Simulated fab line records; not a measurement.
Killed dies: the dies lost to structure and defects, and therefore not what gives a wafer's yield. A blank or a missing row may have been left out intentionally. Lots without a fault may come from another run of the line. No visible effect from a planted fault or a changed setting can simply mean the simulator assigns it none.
A lot that was struck, set against a sound lot | flow nandHarc | 14 steps out of a route of 1302
Sound: these wafers, L638.3, L638.4, L638.5. Wafers L641.2, L641.3, L641.6 were the ones struck. The cause is given at the end.
Per side, at each step with rows, come the tool, then ch with its chambers, and then its first start. Under that, the readings that differ: sound wafers | struck wafers | difference of the means | sigmas: that difference in standard deviations of wafers without a fault.
alike: same words and numbers on both sides, and readings whose means sit less than 2 such deviations apart. not compared: any withheld reading, any reading some wafer has no value for, any bound like >300 that may hide the same value, and any number with overlapping values for which the record gives no deviation.
The two part at a step that has a row with sigmas, a row that says differs or no value, or rows on one side only. Numbers that don't overlap but have no deviation are shown without sigmas and don't part them. A reading missing from all wafers of one side parts the sides only when that side holds two or more wafers.

first, 6 steps without rows for these wafers: NHARC_P_CONTACT_COAT_06 (resist thk 90 nm); NHARC_P_CONTACT_SOFTBAKE_07 (time 55 s); NHARC_P_CONTACT_EBR_08; NHARC_P_CONTACT_EXPOSE_09 (exposes mask P CA, target cd 90 nm); NHARC_P_CONTACT_PEB_10 (peb time 65 s); NHARC_P_CONTACT_DEVELOP_11 (develop time 35 s).
NHARC_P_CONTACT_CD_MEAS_12: the cd target is 90 nm.
  sound on cdSem-02 ch 0, day 9 16:50; struck on cdSem-03 ch 0, day 11 00:47
  alike: cdNm
NHARC_P_CONTACT_OVL_MEAS_13:
  struck on overlay-01, day 11 00:52; sound on overlay-01, day 9 16:55
  alike: overlayXNm, overlayYNm
NHARC_P_CONTACT_INSPECT_14:
  struck on defectInspect-01, day 11 00:55; sound on defectInspect-02, day 9 16:57
  alike: rawDefectCount
NHARC_P_CONTACT_DESCUM_17: chemistry O2, time 3 s.
  sound on rieDiel-02 ch 1,2,3, day 9 17:02; struck on rieDiel-11 ch 1,2, day 11 00:58
reading              | sound                | struck               | difference | sigmas
throttleValvePct (%) | 11.328 11.309 11.310 | 11.293 11.300 11.289 | -0.022     | -2
  alike: drypumpMotorCurrentA, oesProductAu, rfVppV, showerheadPlenumPTorr
  not compared: rfHoursCounterH
NHARC_P_CONTACT_ETCH_35: etches the open film in CF4, target depth 39 nm, time 65 s.
  sound on rieDiel-02 ch 0,1, day 9 17:07; struck on rieDiel-11 ch 0,3, day 11 01:04
reading                  | sound       | struck      | difference | sigmas
drypumpMotorCurrentA (A) | 6.8 6.2 6.8 | 5.7 5.3 5.3 | -1.2       | -3
  alike: oesProductAu, rfVppV, runLengthS, showerheadPlenumPTorr, throttleValvePct
  not compared: rfHoursCounterH
NHARC_P_CONTACT_ETCH_36: etches the open film in N2/H2, target depth 260 nm, time 406.25 s.
  sound: rieDiel-02 ch 0,3; struck: rieDiel-11 ch 0,2
  alike: drypumpMotorCurrentA, n2FlowSccm, oesProductAu, rfVppV, runLengthS, showerheadPlenumPTorr, throttleValvePct
  not compared: rfHoursCounterH
NHARC_P_CONTACT_ETCH_18: etches the open film in C4F8/O2/Ar, target depth 481 nm, time 240.5 s.
  sound on rieDiel-02 ch 0,1,3, day 9 17:33; struck on rieDiel-11 ch 0,1,2, day 11 01:29
reading        | sound             | struck            | difference | sigmas
runLengthS (s) | 261.8 260.9 261.7 | 207.0 206.4 206.8 | -54.7      | -99 or more
  alike: oesProductAu, rfVppV
  not compared: rfHoursCounterH
then, 1 step without rows for these wafers: NHARC_P_CONTACT_STRIP_37 (strips in C4F8/O2/Ar).

== WHERE THEY PART ==
Earliest at NHARC_P_CONTACT_DESCUM_17; latest, in this record, at NHARC_P_CONTACT_ETCH_18.

WHY: the cause the simulator had injected
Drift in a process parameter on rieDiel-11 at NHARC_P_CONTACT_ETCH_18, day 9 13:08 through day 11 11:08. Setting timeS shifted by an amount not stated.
